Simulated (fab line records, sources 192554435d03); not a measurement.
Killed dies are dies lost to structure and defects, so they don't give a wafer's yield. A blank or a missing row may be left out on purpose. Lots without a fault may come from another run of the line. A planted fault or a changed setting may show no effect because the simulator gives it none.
Chamber matching | flow n5_finfet | N5_BEOL_M6_DESCUM_16 on rie_diel-06: 4 sister chambers
The step chemistry O2, time 7.9 s. 4 wafers are shown with their chamber, then 10 later ones without.

WAFERS WITH THEIR CHAMBER
wafer  | chamber | drypump_motor_current_A (A)
L082.5 | 2       | 6.3
L082.6 | 1       | 5.4
L084.1 | 3       | 6.5
L084.3 | 0       | 5.8

WAFERS WITHOUT THEIR CHAMBER
wafer  | drypump_motor_current_A (A)
L084.6 | 6.4
L085.3 | 5.4
L085.4 | 5.8
L085.5 | 6.3
L095.2 | 5.3
L095.3 | 6.5
L095.5 | 5.8
L096.1 | 6.4
L096.2 | 6.3
L096.4 | 5.3

WHICH CHAMBER EACH WENT THROUGH
wafer  | from the rows above     | in truth
L084.6 | can't be placed: 3 or 2 | 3
L085.3 | 1                       | 1
L085.4 | 0                       | 0
L085.5 | 2                       | 2
L095.2 | 1                       | 1
L095.3 | 3                       | 3
L095.5 | 0                       | 0
L096.1 | can't be placed: 3 or 2 | 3
L096.2 | 2                       | 2
L096.4 | 1                       | 1
Placed correctly: 8 of 10. Can't be placed from these rows: 2 (the true chamber is among the candidates in 2). Placed wrongly: 0.
How it was worked out, from the rows above alone: a wafer's distance from a chamber is the root of the sum, over the readings, of the square of ((its reading less the chamber's mean) divided by the reading's scatter). The wafer belongs to the nearest chamber; if the next one is less than 2 further off, it can't be placed. A chamber's mean is the mean of its shown wafers. The scatter: with one shown wafer a chamber, the root of the mean of the squares of how far each hidden wafer lies from its nearest shown one.
